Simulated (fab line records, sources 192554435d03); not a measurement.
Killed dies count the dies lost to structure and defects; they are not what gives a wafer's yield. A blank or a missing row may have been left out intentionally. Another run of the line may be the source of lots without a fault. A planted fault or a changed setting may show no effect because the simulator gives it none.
Chamber matching :: flow n5Finfet :: 4 sister chambers for N5_MOL_CONTACT_COAG_ETCH_91 on rieDiel-02
The step etches SOC in N2/H2, target depth 60 nm, overetch 21 nm, time 101.2 s. 4 wafers are shown with their chamber, then 12 later ones without.

== WAFERS WITH THEIR CHAMBER ==
wafer: L079.2
chamber: 3
drypumpMotorCurrentA (A): 5.2

wafer: L083.3
chamber: 0
drypumpMotorCurrentA (A): 4.9

wafer: L087.5
chamber: 2
drypumpMotorCurrentA (A): 6.3

wafer: L087.6
chamber: 1
drypumpMotorCurrentA (A): 5.0

== WAFERS WITHOUT THEIR CHAMBER ==
wafer: L088.3
drypumpMotorCurrentA (A): 5.2

wafer: L088.4
drypumpMotorCurrentA (A): 6.4

wafer: L088.5
drypumpMotorCurrentA (A): 5.2

wafer: L089.1
drypumpMotorCurrentA (A): 5.2

wafer: L089.3
drypumpMotorCurrentA (A): 6.3

wafer: L089.6
drypumpMotorCurrentA (A): 5.0

wafer: L090.1
drypumpMotorCurrentA (A): 5.2

wafer: L090.2
drypumpMotorCurrentA (A): 4.9

wafer: L090.3
drypumpMotorCurrentA (A): 5.0

wafer: L092.1
drypumpMotorCurrentA (A): 4.9

wafer: L092.3
drypumpMotorCurrentA (A): 5.2

wafer: L092.4
drypumpMotorCurrentA (A): 6.4

== WHICH CHAMBER EACH WENT THROUGH ==
wafer: L088.3
from the rows above: 3
in truth: 3

wafer: L088.4
from the rows above: 2
in truth: 2

wafer: L088.5
from the rows above: 3
in truth: 3

wafer: L089.1
from the rows above: 3
in truth: 3

wafer: L089.3
from the rows above: 2
in truth: 2

wafer: L089.6
from the rows above: 1
in truth: 1

wafer: L090.1
from the rows above: 3
in truth: 3

wafer: L090.2
from the rows above: 0
in truth: 0

wafer: L090.3
from the rows above: 1
in truth: 1

wafer: L092.1
from the rows above: 0
in truth: 0

wafer: L092.3
from the rows above: 3
in truth: 3

wafer: L092.4
from the rows above: 2
in truth: 2
Correctly placed: 12 of 12. From these rows, 0 cannot be placed. Number placed wrongly: 0.
How it was worked out, from the rows above alone: a wafer's distance from a chamber is the root of the sum, over the readings, of the square of ((its reading less the chamber's mean) divided by the reading's scatter). If the next closest chamber is less than 2 further off than the closest, the wafer can't be placed; otherwise it belongs to the closest. Each chamber's mean is taken over the wafers shown for it. The scatter: root of mean squared gap, hidden wafer to nearest shown wafer, with one shown wafer a chamber.
